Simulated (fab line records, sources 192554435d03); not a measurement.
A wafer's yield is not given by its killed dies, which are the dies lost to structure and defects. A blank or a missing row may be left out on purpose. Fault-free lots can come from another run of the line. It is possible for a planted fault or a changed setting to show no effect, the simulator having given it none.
Split-lot study ; flow n5-finfet ; 7 lots, 21 wafers read, on a route of 1938 steps

ON THE SPLIT
At N5_BEOL_M11_VIA_ETCH_34 (etches SiCOH lowk in C4F6/O2, target depth 184.5 nm, time 69.2 s), the setting time-s was moved away from the recipe's 69.2 s on 13 of the 21 wafers read, by -18.8% to +17.7%. The other wafers ran this setting at the recipe's value.

The reading is taken at the split's own step.

THE READING
SOC_of_BEOL_M11_COAT_63.thk-nm (the simulator's own value, which no gauge read), in nm, at N5_BEOL_M11_VIA_ETCH_34 (etches SiCOH lowk in C4F6/O2, target depth 184.5 nm, time 69.2 s). The file gives no usual value for it. The 8 wafers here that ran the recipe average 91.8 nm, standard deviation 0.26 nm.

wafer;tool, chamber at the split;time-s as run, s;against the recipe;SOC_of_BEOL_M11_COAT_63.thk-nm, nm;against lot-mates on the recipe
L076.1;rie-diel-03, 3;69.2;recipe;91.6;-
L076.2;rie-diel-03, 2;81.48;+17.7%;90.8;-0.9
L076.6;rie-diel-03, 1;69.2;recipe;91.8;-
L074.3;rie-diel-06, 1;56.21;-18.8%;93.6;+1.6
L074.4;rie-diel-06, 0;56.21;-18.8%;93.4;+1.4
L074.6;rie-diel-06, 1;69.2;recipe;92;-
L078.1;rie-diel-06, 0;69.2;recipe;91.2;-
L078.3;rie-diel-06, 3;69.2;recipe;91.8;-
L078.5;rie-diel-06, 3;69.2;recipe;92;-
L086.3;rie-diel-05, 3;61.37;-11.3%;93.4;+1.4
L086.4;rie-diel-05, 0;61.37;-11.3%;93;+1.0
L086.5;rie-diel-05, 2;69.2;recipe;92;-
L095.4;rie-diel-05, 2;58.89;-14.9%;92.8;+0.8
L095.5;rie-diel-05, 0;69.2;recipe;92;-
L095.6;rie-diel-05, 1;58.89;-14.9%;92.8;+0.8
L093.4;rie-diel-05, 1;56.69;-18.1%;92.8;no lot-mate on the recipe
L093.5;rie-diel-05, 1;56.69;-18.1%;93.2;no lot-mate on the recipe
L093.6;rie-diel-05, 0;56.69;-18.1%;93;no lot-mate on the recipe
L097.1;rie-diel-06, 2;63.27;-8.6%;92.2;no lot-mate on the recipe
L097.3;rie-diel-06, 1;63.27;-8.6%;92.2;no lot-mate on the recipe
L097.6;rie-diel-06, 3;63.27;-8.6%;92.6;no lot-mate on the recipe

FIT RESULTS
A straight line over all 21 wafers: SOC_of_BEOL_M11_COAT_63.thk-nm changes by -0.0726 nm for each +1% of time-s; r = -0.92; the points scatter about the line by 0.31 nm.
The same after taking each lot's own level away (the mean of its wafers on the recipe; 15 wafers): -0.0685 nm for each +1%; r = -0.93; scatter 0.28 nm.
On that fit, the largest move of time-s shifts the reading by 1.3 nm.
Across the lots, their own levels run from 91.67 to 92.00 nm, a range of 1.3 times the standard deviation given above.
Consequently the slope shifts little with the lot-to-lot level, the two slopes agreeing.
Check: +1.3 nm against its lot-mates is what the line predicts for one of the wafers moved furthest among these (-18.8%) when that wafer is left out of the fit. It came out at +1.6 nm against them.

THESE WAFERS: OTHER SPLITS
Before the reading, these wafers also passed through other splits. Each is held against what the fit with the lots' levels taken away leaves over:
other split on the same wafers;wafers away from the commonest value;r with SOC_of_BEOL_M11_COAT_63.thk-nm (lot level and that fit taken away)
N5_BEOL_M10_ILD_DEP_00 time-s;9;+0.26
N5_BEOL_M10_COAT_22 spin-rpm;7;+0.05
N5_BEOL_M10_PEB_26 peb-time-s;3;+0.24

THE WHOLE CHAIN: every reading that the file lists as answering this split, in the file's order
step;what it does;reading;change (the file's fit);r (the file's)
N5_BEOL_M11_VIA_ETCH_34;etches SiCOH lowk in C4F6/O2, target depth 184.5 nm, time 69.2 s;etch.depth-nm (the simulator's own value, which no gauge read);+1.7 nm for each +1% of the setting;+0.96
N5_BEOL_M11_VIA_ETCH_34;etches SiCOH lowk in C4F6/O2, target depth 184.5 nm, time 69.2 s;SOC_of_BEOL_M11_COAT_63.thk-nm (the simulator's own value, which no gauge read);-0.0684 nm for each +1% of the setting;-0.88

THE FILE'S OWN FIT
SOC_of_BEOL_M11_COAT_63.thk-nm changes by -0.0684 nm for each +1% of time-s, r = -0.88.
